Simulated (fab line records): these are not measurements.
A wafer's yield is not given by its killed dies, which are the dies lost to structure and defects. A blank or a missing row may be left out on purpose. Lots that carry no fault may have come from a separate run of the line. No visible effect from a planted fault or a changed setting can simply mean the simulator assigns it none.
Chamber matching | flow n5Finfet | N5_ILD0_ALD_15 on aldSin-01 has 4 sister chambers
The step deposits SiNx, target thk 24 nm, pulse time 1 s, ald cycles 480. 4 wafers are shown with their chamber, then 12 later ones without.

WAFERS WITH THEIR CHAMBER
wafer  | chamber | heaterPowerW (W)
L086.1 | 1       | 757
L088.1 | 0       | 873
L088.2 | 2       | 939
L088.3 | 3       | 842

WAFERS MISSING THEIR CHAMBER
wafer  | heaterPowerW (W)
L090.1 | 774
L090.2 | 839
L090.5 | 875
L091.3 | 986
L091.4 | 859
L091.6 | 770
L094.1 | 767
L094.2 | 844
L094.3 | 958
L095.2 | 869
L095.3 | 870
L095.6 | 864

CHAMBER TAKEN BY EACH
wafer  | from the rows above     | in truth
L090.1 | 1                       | 1
L090.2 | can't be placed: 3 or 0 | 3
L090.5 | can't be placed: 0 or 3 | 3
L091.3 | 2                       | 2
L091.4 | can't be placed: 0 or 3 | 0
L091.6 | 1                       | 1
L094.1 | 1                       | 1
L094.2 | can't be placed: 3 or 0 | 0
L094.3 | 2                       | 2
L095.2 | can't be placed: 0 or 3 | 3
L095.3 | can't be placed: 0 or 3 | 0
L095.6 | can't be placed: 0 or 3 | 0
Correct placement for 5 of the 12. From these rows, 7 cannot be placed; in 7 the true chamber is one of the candidates. Placed wrongly: 0.
How it was worked out, from the rows above alone: a wafer's distance from a chamber is the root of the sum, over the readings, of the square of ((its reading less the chamber's mean) divided by the reading's scatter). If the next closest chamber is less than 2 further off than the closest, the wafer can't be placed; otherwise it belongs to the closest. Each chamber's mean is taken over the wafers shown for it. The scatter: with one shown wafer a chamber, the root of the mean of the squares of how far each hidden wafer lies from its nearest shown one.
